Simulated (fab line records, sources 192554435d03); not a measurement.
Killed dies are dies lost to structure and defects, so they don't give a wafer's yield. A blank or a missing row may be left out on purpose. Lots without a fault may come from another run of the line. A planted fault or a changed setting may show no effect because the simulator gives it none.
One fault seen from 2 desks | flow n5_finfet | each desk has only its own numbers; what lay behind them comes last

THE DEFECT DESK
What the inspections along the route counted, lot by lot: means of the sampled wafers that have a number. A lot is out of limits, marked OUT, if its mean lies more than 4 standard deviations from the usual mean; the brackets give that distance.
Columns: A = raw_defect_count at N5_BEOL_M12_INSPECT_55, usual 73
lot  | first seen here | A
L451 | day 11 00:14    | 76
L456 | day 13 16:53    | 56
L459 | day 14 11:13    | 114
L465 | day 15 05:20    | 65
L468 | day 16 10:17    | 59
L469 | day 16 10:24    | 61
L470 | day 16 10:43    | 54
L472 | day 16 20:15    | 58
L471 | day 16 21:24    | 80
This desk's finding: nothing out of limits on any of the 9 lots.

THE METROLOGY DESK
What the gauges read, lot by lot, whatever tool the lot ran on: means of the sampled wafers that have a number. A lot is out of limits, marked OUT, if its mean lies more than 4 standard deviations from the usual mean; the brackets give that distance. Of its 12 readings 7 are shown: the one that was out of limits first, and those that lie furthest out on some lot.
Columns: A = IOFF_N at N5_BEOL_M4_RC_MEAS_101, usual 0.157 nA/um; B = IOFF_P at N5_BEOL_M4_RC_MEAS_101, usual 0.22 nA/um; C = ION_N at N5_BEOL_M4_RC_MEAS_101, usual 675 uA/um; D = ION_P at N5_BEOL_M4_RC_MEAS_101, usual 465 uA/um; E = VT_N at N5_BEOL_M4_RC_MEAS_101, usual 249.8 mV; F = VT_P at N5_BEOL_M4_RC_MEAS_101, usual -249 mV; G = M12_RS at N5_BEOL_M12_RS_MEAS_54, usual 0.0601 ohm/sq
lot  | first seen here | A     | B    | C   | D   | E     | F    | G
L451 | day 8 02:21     | 0.152 | 0.21 | 673 | 463 | 249.3 | -251 | 0.0602
L456 | day 10 15:31    | 0.168 | 0.22 | 677 | 469 | 248.2 | -251 | 0.0608
L459 | day 11 08:04    | 0.170 | 0.24 | 681 | 469 | 248.8 | -246 | 57.0617 (+99 or more) OUT
L465 | day 12 12:53    | 0.143 | 0.20 | 666 | 456 | 252.0 | -251 | 0.0607
L468 | day 13 11:38    | 0.143 | 0.23 | 679 | 470 | 251.6 | -248 | 0.0603
L469 | day 13 11:45    | 0.131 | 0.16 | 656 | 445 | 256.0 | -257 | 0.0608
L470 | day 13 12:34    | 0.123 | 0.18 | 657 | 459 | 254.5 | -251 | 0.0605
L471 | day 13 20:59    | 0.200 | 0.26 | 681 | 468 | 246.6 | -247 | 0.0597
L472 | day 14 03:20    | 0.171 | 0.24 | 688 | 476 | 250.0 | -248 | 0.0594
This desk's finding: out of limits on L459; first on L459, day 14 11:11 (M12_RS at N5_BEOL_M12_RS_MEAS_54). In limits: L451, L456, L465, L468, L469, L470, L471, L472.

PUT TOGETHER
The metrology desk could have raised an alarm at day 14 11:11, on L459.
The defect desk saw nothing out of limits.
The defect desk has L459 on record, within its limits.
Of the lots named, all ran N5_BEOL_M12_ECD_47 on ecd_cu-02.

WHAT THE SIMULATOR HAD PUT IN
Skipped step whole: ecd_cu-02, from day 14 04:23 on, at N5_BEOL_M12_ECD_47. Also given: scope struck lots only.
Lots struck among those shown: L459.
Hours from the fault's start to each desk's first reading out of limits: the metrology desk, 7.
